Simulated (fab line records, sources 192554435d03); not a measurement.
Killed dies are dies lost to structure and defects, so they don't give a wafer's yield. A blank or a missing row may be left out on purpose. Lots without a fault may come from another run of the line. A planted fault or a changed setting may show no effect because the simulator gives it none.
fab line records | flow n5_finfet
record lots=9 wafers=27 last_day=17
route steps=1938 shown DUMMY_GATE@236 SD_EPI_N@264 BEOL_M4@1111
lots that met no fault: from a run of the same line without faults
start_h: hours from the record's first day to the start of the lot's first wafer shown | wait_h: hours since the lot's step before | " the same as in the row above | L1.1+2: a row that stands for several wafers | - no value, or no start given | * or withheld: withheld | < > ~ a bound
route shown NAME@n: a module of which the file shows steps, and the number in the route of the first | usual: mean/standard deviation of fault-free wafers | same: alike in all rows | chamber/n: place in a boat | sites: the reading at each site | _std_site: their standard deviation | _edge_site: outer sites' mean less inner sites' | radius_mm: how far each site lies from the wafer's centre | mask NAME#n: copy n | behind: the tool/chamber that last shaped the wafer | hold: why the lot was held/for how many hours/how that ended | device: the transistor (n, p or np) that didn't switch | end of line: the same wafers' tests at the end of the route | a step without rows: its recipe alone | killed: dies lost to structure and defects at the first sort, not the wafer's yield | map: a wafer's dies, x killed, . not, _ none there
set.NAME: the setting as run; set.NAME@STEP: as run at that earlier step | model.NAME: the simulator's own value behind a step, which no gauge read
steps of the route over a sample of lots; a table a step, a row a wafer
services: from which hour (start_h, from the record's first day; less than 0 if before it) a tool's chamber was out of use, for how many hours, and why
## steps
# step N5_DUMMY_GATE_ETCH_36
# recipe chemistry=CF4 target=SiARC target_depth_a=130 pressure_mtorr=40 source_w=545 bias_w=36 Ar_flow_sccm=100 cf4_flow_sccm=100 ion_energy_ev=80
# usual drypump_motor_current_A=5.8/0.51 oes_product_au=0.81/0.1 rf_vpp_V=184.7/1.2 showerhead_plenum_p_Torr=2.19/0.068 throttle_valve_pct=15.53/0.29
# columns lot.wafer tool chamber start_h wait_h drypump_motor_current_A oes_product_au rf_hours_counter_h rf_vpp_V showerhead_plenum_p_Torr throttle_valve_pct
L442.3 rie_diel-06 1 59.41 0.0 5.9 0.70 241 184.0 2.20 15.73
L442.4 " 3 " " 6.2 0.68 238 185.2 2.20 15.45
L442.6 " 2 " " 6.4 0.74 - 182.7 2.06 16.06
L443.4 rie_diel-03 2 66.86 0.0 6.0 0.76 - 184.9 2.22 15.60
L443.5 " 0 " " 5.3 0.76 - 186.5 2.23 15.26
L443.6 " 1 " " 5.9 0.77 - 184.5 2.23 15.64
L444.2 rie_diel-06 0 69.44 0.0 5.0 0.95 12 183.4 2.27 15.30
L444.4 " 1 " " 5.9 0.70 244 186.1 2.19 15.73
L444.5 " 2 " " 6.4 0.74 - 182.1 2.06 16.05
L447.1 rie_diel-06 3 88.18 0.0 6.2 0.67 248 185.7 2.19 15.46
L447.3 " 0 " " 5.0 0.93 19 183.8 2.27 15.32
L447.6 " 1 " " 5.9 0.70 - 184.7 2.19 15.75
L448.2 rie_diel-01 3 97.15 0.0 5.7 0.88 35 183.9 2.10 15.33
L448.3 " 1 " " 5.0 0.94 5 186.3 2.28 15.39
L448.5 " 1 " " 5.0 0.96 - 184.6 2.28 15.40
L457.1 rie_diel-03 2 150.92 0.0 6.0 0.74 180 185.5 2.22 15.66
L457.2 " 0 " " 5.2 0.74 163 184.7 2.22 15.30
L457.4 " 3 " " 5.7 0.91 17 184.6 2.19 15.41
L458.2 rie_diel-03 3 153.96 0.0 5.7 0.91 18 185.8 2.19 15.42
L458.4 " 0 " " 5.3 0.75 164 185.3 2.22 15.31
L458.5 " 0 " " 5.3 0.74 - 185.5 2.22 15.30
L460.1 rie_diel-06 1 166.16 0.0 5.9 0.95 10 185.0 2.19 15.26
L460.2 " 2 " " 6.4 0.71 198 184.1 2.05 16.12
L460.3 " 3 " " 6.2 0.93 18 184.9 2.19 15.00
L461.2 rie_diel-01 3 172.19 0.0 5.7 0.84 58 182.0 2.09 15.36
L461.4 " 0 " " 6.7 0.76 167 184.7 2.22 15.59
L461.6 " 3 " " 5.7 0.85 - 183.8 2.09 15.37
# step N5_DUMMY_GATE_ETCH_32
# recipe chemistry=CF4 target=SiO2 target_depth_a=35 time_s=3.9 ion_energy_ev=350 pressure_mtorr=10 icp_w=800 bias_w=400 cf4_flow_sccm=80
# usual drypump_motor_current_A=5.7/0.5 oes_product_au=1.004/0.0091 throttle_valve_pct=21.82/0.18
# same time_s=3.9
# columns lot.wafer tool chamber start_h wait_h drypump_motor_current_A oes_product_au rf_hours_counter_h throttle_valve_pct
L442.3 rie_si-01 2 59.97 0.1 5.0 1.008 110 22.08
L442.4 " 3 " " 5.7 0.985 126 21.92
L442.6 " 3 " " 5.7 0.989 - 21.91
L443.4 rie_si-02 2 67.41 0.1 6.4 1.002 75 21.83
L443.5 " 0 " " 6.0 1.018 - 21.77
L443.6 " 1 " " 6.5 1.003 - 22.00
L444.2 rie_si-03 1 70.28 0.1 5.1 0.998 180 21.83
L444.4 " 3 " " 6.0 1.001 95 21.63
L444.5 " 1 " " 5.1 1.003 - 21.83
L447.1 rie_si-02 3 88.74 0.1 5.7 0.998 16 21.72
L447.3 " 2 " " 6.4 0.992 76 21.83
L447.6 " 3 " " 5.7 0.998 - 21.72
L448.2 rie_si-01 0 97.71 0.1 5.1 1.000 140 22.06
L448.3 " 3 " " 5.7 0.999 126 21.94
L448.5 " 0 " " 5.1 0.999 - 22.05
L457.1 rie_si-03 3 151.77 0.1 6.0 1.002 96 21.63
L457.2 " 2 " " 6.4 1.010 75 21.85
L457.4 " 2 " " 6.3 1.012 - 21.86
L458.2 rie_si-02 1 154.52 0.1 6.5 1.000 94 22.00
L458.4 " 0 " " 5.9 1.017 127 21.80
L458.5 " 1 " " 6.5 1.002 - 22.01
L460.1 rie_si-02 3 166.73 0.1 5.7 1.012 17 21.73
L460.2 " 1 " " 6.4 1.006 94 21.99
L460.3 " 2 " " 6.4 1.000 77 21.83
L461.2 rie_si-01 0 172.76 0.1 5.1 1.000 141 22.05
L461.4 " 3 " " 5.7 0.994 128 21.94
L461.6 " 1 " " 5.3 1.001 - 21.86
# step N5_SD_EPI_N_COAT_03
# recipe resist=CAR-ArF-block spin_rpm=1500 resist_thk_nm=150
# usual spin_speed_rpm=1499.9/0.81
# columns lot.wafer tool chamber start_h wait_h spin_speed_rpm
L442.3 litho_track-03 0 61.28 - 1499.7
L442.4 " 0 " " 1499.8
L442.6 " 0 " " 1499.5
L443.4 litho_track-02 0 68.53 - 1501.8
L443.5 " 0 " " 1499.2
L443.6 " 0 " " 1499.4
L444.2 litho_track-03 0 71.92 - 1499.7
L444.4 " 0 " " 1501.1
L444.5 " 0 " " 1499.5
L447.1 litho_track-03 0 90.48 - 1759.2
L447.3 " 0 " " 1758.7
L447.6 " 0 " " 1759.0
L448.2 litho_track-03 0 99.32 - 1758.5
L448.3 " 0 " " 1758.4
L448.5 " 0 " " 1758.3
L457.1 litho_track-02 0 152.93 - 1500.1
L457.2 " 0 " " 1500.0
L457.4 " 0 " " 1500.5
L458.2 litho_track-02 0 155.70 - 1499.5
L458.4 " 0 " " 1500.7
L458.5 " 0 " " 1501.1
L460.1 litho_track-02 0 167.85 - 1500.1
L460.2 " 0 " " 1500.4
L460.3 " 0 " " 1499.8
L461.2 litho_track-03 0 173.89 - 1500.8
L461.4 " 0 " " 1499.8
L461.6 " 0 " " 1498.5
# step N5_SD_EPI_N_DESCUM_14
# recipe chemistry=O2 time_s=7.9 source_power_w=50 bias_power_w=20 pressure_mtorr=20 rf_frequency_hz=2.712e+07 temp_c=40 resist=CAR-ArF-block o2_flow_sccm=225
# usual drypump_motor_current_A=5.7/0.46 oes_product_au=0.82/0.093 rf_vpp_V=243.2/1.6 showerhead_plenum_p_Torr=2.09/0.077 throttle_valve_pct=20.35/0.2
# same time_s=7.9
# columns lot.wafer tool chamber start_h wait_h drypump_motor_current_A oes_product_au rf_hours_counter_h rf_vpp_V showerhead_plenum_p_Torr throttle_valve_pct
L442.3 rie_diel-05 0 61.69 0.1 5.7 0.82 82 243.4 2.19 20.34
L442.4 " 3 " " 5.6 0.69 253 242.7 2.05 20.94
L442.6 " 2 " " 5.8 0.71 - 242.5 2.08 20.53
L443.4 rie_diel-02 0 68.98 0.0 6.8 0.71 202 240.7 1.99 20.17
L443.5 " 3 " " 5.3 0.87 - 245.3 2.14 20.31
L443.6 " 0 " " 6.8 0.70 - 241.6 1.99 20.18
L444.2 rie_diel-02 3 72.39 0.2 5.3 0.88 35 243.4 2.14 20.29
L444.4 " 2 " " 5.6 1.00 4 244.5 2.23 20.44
L444.5 " 1 " " 5.9 0.75 - 242.5 2.00 20.40
L447.1 rie_diel-05 1 91.15 0.4 6.0 0.89 33 244.6 2.14 19.98
L447.3 " 2 " " 5.8 0.71 226 242.8 2.07 20.55
L447.6 " 1 " " 5.9 0.88 - 243.6 2.14 19.97
L448.2 rie_diel-05 0 99.77 0.0 5.7 0.80 97 244.2 2.19 20.39
L448.3 " 1 " " 5.9 0.87 36 246.0 2.14 19.99
L448.5 " 2 " " 5.8 0.70 - 240.7 2.07 20.55
L457.1 rie_diel-04 0 153.25 0.0 5.0 0.71 217 241.7 1.98 20.50
L457.2 " 1 " " 5.9 0.83 70 244.1 2.05 20.56
L457.4 " 2 " " 6.0 0.90 32 243.7 2.13 20.00
L458.2 rie_diel-05 0 156.03 0.0 5.7 0.78 115 243.9 2.18 20.41
L458.4 " 1 " " 5.9 0.85 56 243.5 2.13 20.01
L458.5 " 3 " " 5.7 0.91 - 242.3 2.04 20.54
L460.1 rie_diel-04 3 168.17 0.0 5.0 0.85 58 244.2 2.13 20.45
L460.2 " 1 " " 5.8 0.83 75 242.5 2.04 20.57
L460.3 " 2 " " 6.0 0.90 38 244.8 2.13 20.00
L461.2 rie_diel-05 1 174.37 0.1 6.0 0.84 64 243.8 2.13 20.03
L461.4 " 0 " " 5.7 0.78 - 243.5 2.18 20.41
L461.6 " 1 " " 5.9 0.84 - 243.2 2.13 20.03
# step N5_BEOL_M4_RC_MEAS_101
# usual DIBL_N=36.2/1.5 DIBL_P=36.2/1.7 IOFF_N=0.155/0.021 IOFF_P=0.216/0.026 ION_N=674/11 ION_P=464/6.8 SS_N=71.5/0.56 SS_P=73.3/0.6 VT_N=250.2/2.6 VT_P=-249.3/2.5
# columns lot.wafer tool chamber start_h wait_h DIBL_N[mV/V] DIBL_P[mV/V] IOFF_N[nA/um] IOFF_P[nA/um] ION_N[uA/um] ION_P[uA/um] SS_N[mV/dec] SS_P[mV/dec] VT_N[mV] VT_P[mV]
L443.4 prober-02 0 178.52 0.5 35.8 34.8 0.133 0.179 674 456 71.3 73.2 250.0 -252.9
L443.5 " 0 " " 33.5 32.8 0.108 0.158 656 457 70.9 72.7 252.9 -253.1
L443.6 " 0 " " 35.1 34.3 0.125 0.183 656 458 70.8 72.8 252.4 -253.5
L442.3 prober-01 0 178.64 0.3 36.1 36.1 0.164 0.235 669 464 71.8 73.6 247.7 -247.4
L442.4 " 0 " " 33.8 33.9 0.140 0.190 677 470 71.4 72.2 251.1 -251.2
L442.6 " 0 " " 35.9 36.0 0.167 0.228 660 462 72.2 74.4 247.7 -248.1
L444.2 prober-01 0 191.63 0.2 37.9 35.0 0.143 0.214 660 455 71.5 74.1 253.3 -249.4
L444.4 " 0 " " 37.4 34.1 0.141 0.199 654 451 71.2 73.2 253.1 -248.9
L444.5 " 0 " " 38.8 36.2 0.162 0.236 656 458 71.5 74.1 249.7 -248.5
L447.1 prober-02 0 202.61 0.0 38.5 38.2 0.196 0.274 668 458 72.3 73.6 248.9 -246.0
L447.3 " 0 " " 37.1 37.8 0.172 0.262 672 471 72.3 74.3 248.0 -247.3
L447.6 " 0 " " 36.1 36.3 0.163 0.241 688 472 71.6 74.4 246.4 -247.0
L448.2 prober-02 0 210.02 0.2 35.4 36.7 0.134 0.196 662 460 72.2 73.0 256.6 -255.0
L448.3 " 0 " " 37.4 39.0 0.172 0.235 674 463 71.9 73.5 252.4 -251.5
L448.5 " 0 " " 36.1 38.2 0.152 0.226 676 469 71.8 73.3 253.1 -250.8
L457.1 prober-01 0 271.15 0.0 35.3 35.2 0.145 0.212 668 471 70.9 73.3 250.6 -246.6
L457.2 " 0 " " 35.6 36.4 0.159 0.239 680 476 71.2 73.7 248.2 -248.1
L457.4 " 0 " " 37.2 37.6 0.184 0.257 686 473 72.1 73.9 248.1 -246.3
L458.2 prober-02 0 275.40 0.2 35.6 35.1 0.142 0.207 659 455 71.8 73.5 252.9 -249.4
L458.4 " 0 " " 33.3 32.7 0.114 0.181 660 466 70.9 72.4 251.8 -251.1
L458.5 " 0 " " 33.7 32.5 0.117 0.172 648 452 70.8 73.6 254.7 -251.4
L460.1 prober-02 0 286.88 0.0 39.7 38.9 0.181 0.247 675 457 72.4 74.0 249.7 -246.9
L460.2 " 0 " " 38.4 37.6 0.163 0.224 681 466 71.9 72.7 249.6 -248.6
L460.3 " 0 " " 36.9 35.6 0.139 0.201 684 471 72.0 72.5 251.3 -249.3
L461.2 prober-01 0 303.72 0.2 38.5 37.4 0.169 0.240 682 472 71.6 74.0 249.8 -248.0
L461.4 " 0 " " 37.8 36.8 0.157 0.241 660 463 72.0 74.0 250.4 -248.8
L461.6 " 0 " " 38.0 36.3 0.160 0.234 666 460 71.7 73.9 249.1 -248.1
## services
# columns tool chamber start_h hours kind
rie_si-02 2 39.69 1.8 repair
rie_si-03 - 60.91 0.3 repair
rie_diel-05 3 72.46 6.0 repair
rie_diel-01 3 77.93 7.1 repair
rie_si-01 0 78.03 1.2 repair
rie_diel-05 3 79.03 - clean
rie_diel-05 3 79.03 - consumable_replace:focus_ring
rie_diel-05 3 79.03 22.2 scheduled_down
rie_diel-06 1 79.16 7.4 repair
rie_diel-04 0 85.48 1.2 repair
rie_diel-05 - 85.59 0.9 repair
rie_diel-03 3 110.81 7.3 repair
rie_diel-04 2 121.14 23.0 repair
rie_si-03 3 130.71 8.9 repair
rie_diel-05 0 131.14 2.1 repair
rie_diel-03 0 139.33 1.5 repair
rie_diel-04 0 140.08 11.9 repair
rie_diel-01 2 145.18 8.5 repair
rie_diel-02 2 148.16 3.1 repair
rie_si-01 1 149.39 2.1 repair
rie_diel-01 3 163.44 4.6 repair
rie_diel-04 0 167.44 22.2 repair
rie_si-01 0 169.03 3.3 repair
rie_diel-04 - 173.55 2.8 pm
## key
first_sign step=N5_SD_EPI_N_COAT_03 reading=spin_speed_rpm direction=up sigmas=99+ usual=* struck=*
effect none on later readings
met_at N5_SD_EPI_N_COAT_03
struck_lots L447,L448
not_acting_at N5_DUMMY_GATE_ETCH_36,N5_DUMMY_GATE_ETCH_32,N5_SD_EPI_N_DESCUM_14
onset_between 71.92 90.48
fault kind=process_parameter_drift tool=litho_track-03 chamber=- onset_h=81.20 steps=N5_SD_EPI_N_COAT_03 channel=spin_rpm offset=* shape=step end_h=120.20 acts_in=* stated=*
